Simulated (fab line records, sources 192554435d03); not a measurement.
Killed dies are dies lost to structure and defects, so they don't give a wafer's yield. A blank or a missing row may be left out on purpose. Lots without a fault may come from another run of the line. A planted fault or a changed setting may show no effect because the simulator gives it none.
fab line records | flow n5_finfet
record lots=6 wafers=18 last_day=16
route steps=1938 shown GATE_CUT@491 BEOL_M4@1111
lots that met no fault: from a run of the same line without faults
start_h: hours from the record's first day to the start of the lot's first wafer shown | wait_h: hours since the lot's step before | " the same as in the row above | L1.1+2: a row that stands for several wafers | - no value, or no start given | * or withheld: withheld | < > ~ a bound
route shown NAME@n: a module of which the file shows steps, and the number in the route of the first | usual: mean/standard deviation of fault-free wafers | same: alike in all rows | chamber/n: place in a boat | sites: the reading at each site | _std_site: their standard deviation | _edge_site: outer sites' mean less inner sites' | radius_mm: how far each site lies from the wafer's centre | mask NAME#n: copy n | behind: the tool/chamber that last shaped the wafer | hold: why the lot was held/for how many hours/how that ended | device: the transistor (n, p or np) that didn't switch | end of line: the same wafers' tests at the end of the route | a step without rows: its recipe alone | killed: dies lost to structure and defects at the first sort, not the wafer's yield | map: a wafer's dies, x killed, . not, _ none there
set.NAME: the setting as run; set.NAME@STEP: as run at that earlier step | model.NAME: the simulator's own value behind a step, which no gauge read
lots at some steps of the route; a table a step, a row a wafer
services: from which hour (start_h, from the record's first day; less than 0 if before it) a tool's chamber was out of use, for how many hours, and why
## steps
# step N5_GATE_CUT_ETCH_28
# recipe chemistry=N2/H2 target=underlayer target_depth_a=130 mask_material=CAR-EUV time_s=10.4 ion_energy_ev=200 pressure_mtorr=30 source_w=840 bias_w=150 n2_flow_sccm=200 h2_flow_sccm=200 ends=cleared
# step N5_GATE_CUT_ETCH_36
# recipe chemistry=CF4 target=SiARC target_depth_a=130 mask_material=CAR-EUV time_s=21.7 ion_energy_ev=80 pressure_mtorr=40 source_w=545 bias_w=36 Ar_flow_sccm=100 cf4_flow_sccm=100 ends=cleared
# step N5_GATE_CUT_ETCH_37
# recipe chemistry=N2/H2 target=SOC target_depth_a=600 overetch_a=120 mask_material=SiARC temp_c=40 time_s=90 ion_energy_ev=200 pressure_mtorr=30 source_w=840 bias_w=150 n2_flow_sccm=200 h2_flow_sccm=200
# usual drypump_motor_current_A=5.6/0.59 oes_product_au=0.69/0.067 rf_vpp_V=524/3.2 showerhead_plenum_p_Torr=2.55/0.11 throttle_valve_pct=17.79/0.23
# same time_s=90
# columns lot.wafer tool chamber start_h wait_h drypump_motor_current_A oes_product_au rf_hours_counter_h rf_vpp_V showerhead_plenum_p_Torr throttle_valve_pct
L135.1 rie_diel-05 2 83.88 0.0 6.2 0.66 146 521 2.44 17.85
L135.3 " 1 " " 6.0 0.63 222 523 2.52 18.29
L135.4 " 0 " " 4.7 0.83 7 521 2.49 17.49
L143.2 rie_diel-03 3 131.96 0.0 5.2 0.70 110 519 2.36 17.63
L143.3 " 1 " " 5.4 0.67 162 527 2.64 17.68
L143.5 " 0 " " 5.4 0.64 - 526 2.61 17.83
L144.3 rie_diel-01 1 135.46 0.0 5.8 0.84 16 529 2.71 17.51
L144.5 " 1 " " 5.8 0.84 - 529 2.71 17.48
L144.6 " 0 " " 6.0 0.62 - 525 2.62 18.02
L145.1 rie_diel-05 3 143.58 0.0 6.8 0.70 133 522 2.45 17.81
L145.2 " 2 " " 6.2 0.66 162 521 2.43 17.87
L145.4 " 0 " " 4.7 0.80 26 524 2.48 17.53
L152.1 rie_diel-05 3 184.90 0.0 6.8 0.69 146 522 2.45 17.85
L152.2 " 0 " " 4.7 0.77 39 522 2.48 17.53
L152.3 " 2 " " 6.2 0.64 175 520 2.43 17.89
L155.1 rie_diel-03 1 209.83 0.0 5.4 0.66 182 526 2.63 17.70
L155.5 " 2 " " 5.1 0.66 - 525 2.64 17.69
L155.6 " 3 " " 5.2 0.68 - 519 2.35 17.68
# step N5_GATE_CUT_STRIP_38
# recipe chemistry=N2/H2 temp_c=40 n2_flow_sccm=200 h2_flow_sccm=200 rf_frequency_hz=6e+07
# step N5_GATE_CUT_STRIP_39
# recipe chemistry=N2/H2 temp_c=40 n2_flow_sccm=200 h2_flow_sccm=200 rf_frequency_hz=6e+07
# step N5_GATE_CUT_HM_OPEN_40
# recipe chemistry=C4F6/O2 target=SiO2 mask_material=SiARC target_depth_a=1390 time_s=85.1 ion_energy_ev=250 pressure_mtorr=30 source_w=345 bias_w=185 Ar_flow_sccm=300 C4F6_flow_sccm=10 O2_flow_sccm=10 ends=cleared
# usual drypump_motor_current_A=5.6/0.59 etch_rf_on_time_s=93.9/1.7 mfc_ar_sccm=300.0/0.83 oes_product_au=0.70/0.072 rf_vpp_V=664/5.7 showerhead_plenum_p_Torr=2.85/0.12 throttle_valve_pct=20.88/0.17
# columns lot.wafer tool chamber start_h wait_h drypump_motor_current_A etch_rf_on_time_s mfc_ar_sccm oes_product_au rf_hours_counter_h rf_vpp_V showerhead_plenum_p_Torr throttle_valve_pct
L135.1 rie_diel-05 2 83.96 0.0 6.2 91.1 300.6 0.67 147 658 2.73 21.00
L135.3 " 1 " " 6.0 94.3 299.4 0.63 222 672 2.80 21.11
L135.4 " 0 " " 4.7 91.4 300.1 0.86 7 660 2.80 20.72
L143.2 rie_diel-03 3 132.04 0.0 5.2 92.8 301.0 0.71 110 661 2.64 20.71
L143.3 " 1 " " 5.4 93.9 300.7 0.68 162 670 2.96 20.78
L143.5 " 0 " " 5.4 96.6 299.5 0.65 - 672 2.93 20.83
L144.3 rie_diel-01 1 135.55 0.0 5.8 92.1 299.2 0.85 16 670 3.02 20.70
L144.5 " 1 " " 5.8 92.2 299.3 0.86 - 668 3.02 20.72
L144.6 " 0 " " 6.0 94.5 300.3 0.63 - 669 2.92 21.07
L145.1 rie_diel-05 3 143.67 0.0 6.7 92.4 299.7 0.70 133 654 2.75 21.00
L145.2 " 2 " " 6.2 92.7 300.9 0.66 162 658 2.73 21.04
L145.4 " 0 " " 4.7 91.4 299.7 0.81 26 657 2.79 20.75
L152.1 rie_diel-05 3 184.98 0.0 6.8 94.8 298.5 0.69 146 656 2.75 21.04
L152.2 " 0 " " 4.7 95.4 299.1 0.78 39 656 2.79 20.78
L152.3 " 2 " " 6.2 95.0 299.0 0.64 175 657 2.72 21.04
L155.1 rie_diel-03 1 209.91 0.0 5.5 92.7 299.5 0.66 182 668 2.95 20.82
L155.5 " 2 " " 5.2 96.2 300.1 0.67 - 663 2.94 20.77
L155.6 " 3 " " 5.2 95.5 298.9 0.68 - 662 2.63 20.72
# step N5_GATE_CUT_STRIP_41
# recipe chemistry=CF4 resist=SiARC power_w=300 bias_power_w=75 pressure_mtorr=50 cf4_flow_sccm=150 rf_frequency_hz=6e+07
# step N5_GATE_CUT_STRIP_42
# recipe chemistry=O2 power_w=400 temp_c=40 pressure_mtorr=30 rf_frequency_hz=6e+07 bias_power_w=0 overash_fraction=0.3 o2_flow_sccm=225
# step N5_GATE_CUT_ETCH_19
# recipe chemistry=CH3F/O2 target=SiNx mask_material=SiO2 target_depth_a=537 time_s=76.7 pressure_mtorr=30 source_w=395 bias_w=73 Ar_flow_sccm=150 CH3F_flow_sccm=30 O2_flow_sccm=20 ion_energy_ev=120 ends=cleared
# step N5_GATE_CUT_CUT_ETCH_53
# recipe chemistry=SF6/Cl2 target=W mask_material=SiO2 target_depth_a=792 pressure_mtorr=8 icp_w=900 bias_w=80 SF6_flow_sccm=40 Cl2_flow_sccm=60 ends=cleared
# step N5_GATE_CUT_CUT_ETCH_54
# recipe chemistry=Cl2/BCl3 target=TiN mask_material=SiO2 target_depth_a=967 pressure_mtorr=10 icp_w=1000 bias_w=126 Cl2_flow_sccm=53.25 bcl3_flow_sccm=21.75 Ar_flow_sccm=25 ends=cleared
# usual drypump_motor_current_A=5.9/0.41 etch_rf_on_time_s=36.7/0.57 mfc_ar_sccm=24.99/0.078 oes_product_au=0.69/0.098 throttle_valve_pct=22.25/0.13
# columns lot.wafer tool chamber start_h wait_h drypump_motor_current_A etch_rf_on_time_s mfc_ar_sccm oes_product_au rf_hours_counter_h throttle_valve_pct
L135.1 rie_metal-01 0 84.25 0.0 6.2 36.9 24.87 0.67 57 22.08
L135.3 " 0 " " 6.2 36.9 24.92 0.67 - 22.11
L135.4 " 1 " " 5.3 37.7 25.01 0.53 - 22.40
L143.2 rie_metal-01 0 132.33 0.0 6.2 37.0 25.04 0.66 61 22.10
L143.3 " 0 " " 6.2 36.8 25.10 0.65 - 22.08
L143.5 " 1 " " 5.4 37.0 24.97 0.53 - 22.41
L144.3 rie_metal-01 0 135.86 0.0 6.2 37.0 25.03 0.65 - 22.10
L144.5 " 1 " " 5.4 37.3 24.93 0.53 - 22.41
L144.6 " 0 " " 6.2 36.7 24.91 0.66 - 22.09
L145.1 rie_metal-01 0 143.96 0.0 6.2 37.0 24.95 0.65 63 22.10
L145.2 " 1 " " 5.3 37.5 25.11 0.52 129 22.41
L145.4 " 0 " " 6.2 37.0 25.01 0.65 - 22.11
L152.1 rie_metal-02 1 185.27 0.0 6.0 35.5 24.97 0.74 27 22.15
L152.2 " 0 " " 6.2 36.0 24.97 0.75 24 22.41
L152.3 " 1 " " 6.0 35.8 24.87 0.74 - 22.13
L155.1 rie_metal-01 0 210.20 0.0 6.2 36.2 25.08 0.65 68 22.07
L155.5 " 1 " " 5.3 36.0 24.95 0.89 - 22.16
L155.6 " 0 " " 6.2 36.6 24.95 0.64 - 22.09
# step N5_GATE_CUT_CUT_ETCH_55
# recipe chemistry=BCl3 target=HfO2 mask_material=SiO2 target_depth_a=32 ion_energy_ev=30 pressure_mtorr=5 icp_w=450 bias_w=18 bcl3_flow_sccm=80
# step N5_GATE_CUT_ETCH_47
# recipe chemistry=Cl2/BCl3 target=SiO2 target_depth_a=100 pressure_mtorr=10 icp_w=1000 bias_w=126 Cl2_flow_sccm=53.25 bcl3_flow_sccm=21.75 Ar_flow_sccm=25
# usual drypump_motor_current_A=5.9/0.41 mfc_ar_sccm=25.00/0.078 oes_product_au=0.77/0.11 throttle_valve_pct=22.79/0.13
# columns lot.wafer tool chamber start_h wait_h drypump_motor_current_A mfc_ar_sccm oes_product_au rf_hours_counter_h throttle_valve_pct model.SiO2_of_GATE_CUT_HM_DEP_46.thk_nm model.etch.depth_nm
L135.1 rie_metal-01 0 84.34 0.0 6.3 25.14 0.75 57 22.62 103.4 10.13
L135.3 " 0 " " 6.2 24.98 0.75 - 22.60 105.8 10.18
L135.4 " 1 " " 5.3 24.94 0.59 - 22.91 106.2 9.937
L143.2 rie_metal-01 0 132.42 0.0 6.2 25.11 0.73 61 22.63 105.2 10.1
L143.3 " 0 " " 6.2 25.01 0.74 - 22.62 105.8 10.13
L143.5 " 1 " " 5.3 25.06 0.59 - 22.92 109.8 10
L144.3 rie_metal-01 0 135.94 0.0 6.2 25.01 0.60 - 22.63 108.8 7.301
L144.5 " 1 " " 5.4 24.98 0.59 - 22.92 106 9.924
L144.6 " 0 " " 6.2 25.01 0.73 - 22.62 107 10.09
L145.1 rie_metal-01 0 144.05 0.0 6.2 25.15 0.60 63 22.63 107.8 7.316
L145.2 " 1 " " 5.4 25.13 0.49 129 22.93 107.2 7.168
L145.4 " 0 " " 6.2 25.05 0.72 - 22.65 106.4 9.944
L152.1 rie_metal-02 1 185.36 0.0 6.0 25.18 0.81 27 22.72 107.4 10.21
L152.2 " 0 " " 6.2 24.81 0.82 24 22.97 109.2 9.99
L152.3 " 1 " " 6.0 25.13 0.81 - 22.70 106.8 10.11
L155.1 rie_metal-01 0 210.29 0.0 6.2 25.07 0.72 68 22.63 105.2 10.24
L155.5 " 1 " " 5.3 24.89 0.99 - 22.72 107.8 10.24
L155.6 " 0 " " 6.2 25.08 0.73 - 22.64 107.8 10.29
# step N5_GATE_CUT_VAPOR_ETCH_48
# recipe chemistry=BCl3/Cl2 target=TiN mode=isotropic
# usual drypump_motor_current_A=5.9/0.41 oes_product_au=0.77/0.11
# columns lot.wafer tool chamber start_h wait_h drypump_motor_current_A oes_product_au
L135.1 rie_metal-01 0 84.37 0.0 6.3 0.74
L135.3 " 0 " " 6.2 0.75
L135.4 " 1 " " 5.3 0.60
L143.2 rie_metal-01 0 132.45 0.0 6.3 0.74
L143.3 " 0 " " 6.2 0.73
L143.5 " 1 " " 5.3 0.59
L144.3 rie_metal-01 0 135.97 0.0 6.2 0.74
L144.5 " 1 " " 5.4 0.59
L144.6 " 0 " " 6.3 0.73
L145.1 rie_metal-01 0 144.08 0.0 6.2 0.73
L145.2 " 1 " " 5.3 0.58
L145.4 " 0 " " 6.2 0.73
L152.1 rie_metal-02 1 185.39 0.0 6.0 0.81
L152.2 " 0 " " 6.1 0.82
L152.3 " 1 " " 6.1 0.82
L155.1 rie_metal-01 0 210.32 0.0 6.2 0.72
L155.5 " 1 " " 5.4 0.98
L155.6 " 0 " " 6.2 0.72
# step N5_GATE_CUT_VAPOR_ETCH_49
# recipe chemistry=BCl3/Cl2 target=TiAlC mode=isotropic
# step N5_GATE_CUT_VAPOR_ETCH_51
# recipe chemistry=BCl3/Cl2 target=HfO2 mode=isotropic
# usual drypump_motor_current_A=5.9/0.42 oes_product_au=0.77/0.11
# columns lot.wafer tool chamber start_h wait_h drypump_motor_current_A oes_product_au
L135.1 rie_metal-01 0 84.43 0.0 6.2 0.75
L135.3 " 0 " " 6.2 0.74
L135.4 " 1 " " 5.4 0.59
L143.2 rie_metal-01 0 132.51 0.0 6.2 0.73
L143.3 " 0 " " 6.2 0.73
L143.5 " 1 " " 5.3 0.58
L144.3 rie_metal-01 0 136.03 0.0 6.2 0.73
L144.5 " 1 " " 5.4 0.59
L144.6 " 0 " " 6.2 0.74
L145.1 rie_metal-01 0 144.14 0.0 6.2 0.73
L145.2 " 1 " " 5.3 0.58
L145.4 " 0 " " 6.2 0.73
L152.1 rie_metal-02 1 185.45 0.0 6.0 0.81
L152.2 " 0 " " 6.2 0.82
L152.3 " 1 " " 6.1 0.81
L155.1 rie_metal-01 0 210.38 0.0 6.3 0.72
L155.5 " 1 " " 5.4 0.98
L155.6 " 0 " " 6.2 0.72
# step N5_GATE_CUT_STRIP_21
# recipe chemistry=N2/H2 time_s=30 power_w=1000 temp_c=250 pressure_mtorr=withheld n2_flow_sccm=1750 h2_flow_sccm=3250
# step N5_GATE_CUT_STRIP_29
# recipe chemistry=post_etch_residue_remover time_s=60 temp_c=25 remover_ph=withheld remover_water_wt_pct=withheld remover_fluoride_wt_pct=withheld
# step N5_GATE_CUT_SRD_52
# recipe dry=ipa_marangoni time_s=30 temp_c=23 rinse_liquid=diw
# step N5_GATE_CUT_ALD_22
# recipe material=SiNx target_thk_a=160 temp_c=400 ald_precursor_family=SiH2I2 ald_co_reactant=N2/H2-plasma pulse_time_s=1 ald_cycles=320 purge_time_s=2 co_reactant_purge_time_s=2 pressure_torr=2
# step N5_GATE_CUT_CMP_23
# recipe stop_on=SiO2 t_overpolish_s=23.4 post_cmp_clean=alkaline_brush down_force_psi=2.5 platen_rpm=51.8 pad_velocity_m_s=1.0307 target_thk_nm=16
# usual edge_zone_pressure_frac=1.000/0.005 motor_current_A=9.2/0.95 overpolish_run_s=23.402/0.0089 time_to_endpoint_s=19.0/2
# columns lot.wafer tool chamber start_h wait_h edge_zone_pressure_frac motor_current_A overpolish_run_s time_to_endpoint_s model.SiO2_of_GATE_CUT_HM_DEP_46.thk_nm
L135.1 cmp-04 1 86.13 0.8 0.998 11.4 23.411 19.5 101.4
L135.3 " 3 " " 0.999 9.1 23.394 18.7 103.8
L135.4 " 0 " " 0.999 9.6 23.400 18.2 104.2
L143.2 cmp-03 0 134.26 0.8 1.009 7.9 23.407 22.8 103.2
L143.3 " 2 " " 1.002 8.9 23.405 18.4 103.8
L143.5 " 0 " " 1.004 8.0 23.378 24.3 107.6
L144.3 cmp-03 3 137.79 0.8 0.994 9.9 23.392 21.9 106.6
L144.6 " 1 " " 1.009 9.0 23.413 17.2 104.8
L144.5 " 2 " " 1.001 8.7 23.404 17.0 104
L145.2 cmp-03 3 145.84 0.8 0.998 10.5 23.413 22.6 105
L145.4 " 0 " " 0.999 8.5 23.406 18.3 104.2
L145.1 " 2 " " 0.997 8.6 23.408 18.4 105.8
L152.3 cmp-01 2 188.46 1.4 0.999 8.1 23.397 18.2 104.6
L152.2 " 0 " " 1.009 9.3 23.393 21.5 107
L152.1 " 1 " " 1.002 8.8 23.404 19.6 105.2
L155.1 cmp-03 3 212.15 0.8 0.999 10.6 23.398 19.4 103
L155.5 " 1 " " 0.999 9.4 23.405 17.1 105.6
L155.6 " 2 " " 0.994 8.9 23.392 17.4 105.6
# step N5_GATE_CUT_THK_MEAS_24
# recipe reads=SiO2_of_GATE_CUT_HM_DEP_46+SiO2_flowable_of_ILD0_FCVD_FILL_01
# usual GC_FILL_THK=220.0/1.7
# columns lot.wafer tool chamber start_h wait_h GC_FILL_THK[nm]
L135.1 film_metro-02 - 86.43 - 217.4
L135.3 " - " " 219.1
L135.4 " - " " 219.9
L143.2 film_metro-02 - 134.52 - 219.7
L143.3 " - " " 219.5
L143.5 " - " " 223.3
L144.3 film_metro-02 - 138.01 - 222.9
L144.5 " - " " 220.1
L144.6 " - " " 221.2
L145.1 film_metro-02 - 146.14 - 222.2
L145.2 " - " " 221.7
L145.4 " - " " 219.2
L152.1 film_metro-01 - 188.76 - 222.1
L152.2 " - " " 222.7
L152.3 " - " " 220.1
L155.1 film_metro-01 - 212.37 - 217.9
L155.5 " - " " 221.7
L155.6 " - " " 222.0
# step N5_BEOL_M4_RC_MEAS_101
# usual DIBL_N=36.3/1 DIBL_P=36.2/1.4 IOFF_N=0.157/0.021 IOFF_P=0.206/0.025 ION_N=673/9 ION_P=461/6.4 SS_N=71.5/0.5 SS_P=73.2/0.47 VT_N=249.9/2.4 VT_P=-250.6/2.9
# columns lot.wafer tool chamber start_h wait_h DIBL_N[mV/V] DIBL_P[mV/V] IOFF_N[nA/um] IOFF_P[nA/um] ION_N[uA/um] ION_P[uA/um] SS_N[mV/dec] SS_P[mV/dec] VT_N[mV] VT_P[mV]
L135.1 prober-01 0 168.10 0.0 35.9 36.1 0.139 0.178 662 456 71.5 73.0 249.5 -254.4
L135.3 " 0 " " 36.2 36.0 0.142 0.190 675 461 71.3 72.7 249.2 -254.6
L135.4 " 0 " " 35.8 35.3 0.131 0.169 663 453 71.9 72.6 251.9 -255.3
L143.2 prober-02 0 206.60 0.2 35.1 34.1 0.125 0.161 655 444 71.0 72.9 256.7 -255.4
L143.3 " 0 " " 37.0 36.5 0.158 0.193 686 465 71.8 73.1 249.2 -253.4
L143.5 " 0 " " 37.7 36.6 0.166 0.201 666 456 71.8 73.0 249.7 -252.3
L144.3 prober-02 0 211.57 0.3 37.2 37.5 0.185 0.213 680 455 71.5 73.9 246.9 -251.7
L144.5 " 0 " " 35.6 35.5 0.149 0.183 675 462 71.3 73.5 248.9 -252.8
L144.6 " 0 " " 35.9 35.8 0.148 0.178 672 452 71.0 72.6 251.5 -255.5
L145.1 prober-02 0 214.82 0.0 36.6 35.4 0.141 0.187 660 458 71.7 73.0 249.0 -251.4
L145.2 " 0 " " 37.3 36.1 0.148 0.201 665 454 72.1 73.3 251.6 -252.4
L145.4 " 0 " " 35.8 34.9 0.130 0.179 674 458 71.0 72.7 250.5 -252.5
L152.1 prober-02 0 268.33 0.0 35.8 37.4 0.156 0.204 668 457 71.8 73.7 249.6 -252.1
L152.2 " 0 " " 36.3 37.3 0.171 0.208 682 462 71.4 72.8 248.6 -249.7
L152.3 " 0 " " 36.2 36.7 0.161 0.196 676 461 71.2 72.6 249.1 -251.0
L155.1 prober-01 0 287.14 0.7 35.0 35.7 0.142 0.211 672 465 71.1 73.6 251.9 -249.7
L155.5 " 0 " " 34.8 34.8 0.135 0.197 663 460 71.2 72.9 253.0 -250.3
L155.6 " 0 " " 34.8 35.1 0.132 0.201 666 462 71.5 73.0 251.2 -251.1
## services
# columns tool chamber start_h hours kind
rie_diel-05 - 61.15 0.7 repair
rie_metal-01 - 63.09 0.2 repair
rie_diel-05 - 76.88 0.9 repair
cmp-04 - 79.54 3.5 repair
cmp-04 - 83.60 0.7 repair
rie_metal-02 1 90.75 5.9 repair
cmp-01 - 91.89 1.9 repair
rie_diel-03 1 95.95 26.3 repair
cmp-01 - 100.19 1.4 repair
cmp-01 - 106.15 4.0 pm
rie_diel-05 2 110.34 6.6 repair
rie_diel-05 - 125.78 2.8 pm
rie_diel-01 3 132.83 3.4 repair
cmp-04 - 133.41 5.1 pm
rie_diel-03 - 137.82 2.8 pm
cmp-01 - 158.85 1.4 repair
rie_diel-01 0 171.33 5.5 repair
rie_metal-01 - 175.05 14.6 pm
cmp-04 - 186.11 2.3 repair
cmp-03 - 188.55 3.8 pm
rie_metal-01 1 189.65 - clean
rie_metal-01 1 189.65 15.7 scheduled_down
rie_metal-01 1 189.65 15.7 vent_cycle
rie_diel-01 - 202.49 2.8 pm
## key
first_sign none at tools or gauges
model_effect step=N5_GATE_CUT_ETCH_47 value=SiO2_of_GATE_CUT_HM_DEP_46.thk_nm without=105.2 struck=107.9
model_effect step=N5_GATE_CUT_CMP_23 value=SiO2_of_GATE_CUT_HM_DEP_46.thk_nm without=103.1 struck=105.8
met_at N5_GATE_CUT_ETCH_47
struck_wafers L144.3,L145.1,L145.2
onset_between 132.42 135.94
fault kind=process_parameter_drift tool=rie_metal-01 chamber=- onset_h=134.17 steps=N5_GATE_CUT_ETCH_47 channel=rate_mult offset=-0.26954 shape=step end_h=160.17 scope=struck_wafers_only
